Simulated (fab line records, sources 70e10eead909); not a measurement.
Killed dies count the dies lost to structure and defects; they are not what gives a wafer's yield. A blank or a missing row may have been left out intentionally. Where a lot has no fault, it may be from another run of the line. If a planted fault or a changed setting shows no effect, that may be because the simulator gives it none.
Matching of chambers	flow nand-harc	NHARC_P_M0_ETCH_34 on rie-diel-11: 4 sister chambers
The step etches the open film in N2/H2, target depth 40 nm, overetch 12 nm, time 43.94 s. 18 wafers are shown with their chamber, then 9 later ones without.

== WAFERS, EACH WITH ITS CHAMBER ==
wafer	chamber	drypump-motor-current-A (A)	rf-vpp-V (V)	oes-product-au (a.u.)
L074.1	2	5.8	431.6	1.009
L074.3	1	5.9	432.1	0.979
L074.5	0	5.6	429.9	0.992
L077.1	3	5.8	431.1	0.991
L077.2	2	5.8	431.3	0.999
L077.3	1	6.0	432.2	0.970
L080.1	1	6.0	431.4	0.975
L080.4	2	5.8	432.3	1.005
L080.5	1	6.0	432.1	0.976
L085.2	2	5.8	431.1	1.002
L085.3	1	6.0	432.5	0.987
L085.6	1	6.0	432.3	0.986
L084.3	1	6.0	432.0	0.982
L084.4	2	5.8	431.2	1.003
L084.5	3	5.8	432.3	1.011
L090.4	0	5.6	429.9	1.009
L090.5	0	5.6	428.1	0.994
L090.6	1	6.0	430.4	1.009

SIGNATURES (means of the wafers above)
reading	chamber 0	chamber 1	chamber 2	chamber 3	scatter within a chamber
drypump-motor-current-A	5.600	5.987	5.800	5.800	0.025
rf-vpp-V	429.300	431.875	431.500	431.700	0.708
oes-product-au	0.99833	0.98300	1.00360	1.00100	0.0101
Rule: for a wafer and a chamber, the distance is found by dividing, reading by reading, the gap between the wafer's reading and the chamber's mean by the reading's scatter, squaring, summing and taking the root. If the next closest chamber is less than 2 further off than the closest, the wafer can't be placed; otherwise it belongs to the closest. How the scatter is found: for the shown wafers, subtract from each reading the mean of its chamber, square and add these, divide the total by (wafers less chambers), then take the root.

== WAFERS WHOSE CHAMBER IS MISSING ==
wafer	drypump-motor-current-A (A)	rf-vpp-V (V)	oes-product-au (a.u.)
L094.1	5.8	432.6	1.013
L094.2	5.8	431.2	1.015
L094.3	6.0	433.1	1.013
L096.1	5.7	433.8	1.004
L096.4	6.0	431.6	1.003
L096.6	6.0	430.9	1.004
L095.3	5.9	432.1	1.001
L095.4	5.8	432.4	1.004
L095.6	5.8	432.5	1.001

== CHAMBER TAKEN BY EACH ==
wafer	from the rows above	in truth
L094.1	can't be placed: 3 or 2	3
L094.2	can't be placed: 2 or 3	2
L094.3	1	1
L096.1	can't be placed: 3 or 2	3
L096.4	1	1
L096.6	1	1
L095.3	can't be placed: 1 or 3 or 2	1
L095.4	can't be placed: 3 or 2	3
L095.6	can't be placed: 3 or 2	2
Placed correctly: 3 of 9. Cannot be placed on the basis of these rows: 6; the candidates contain the true chamber in 6. Number placed wrongly: 0.
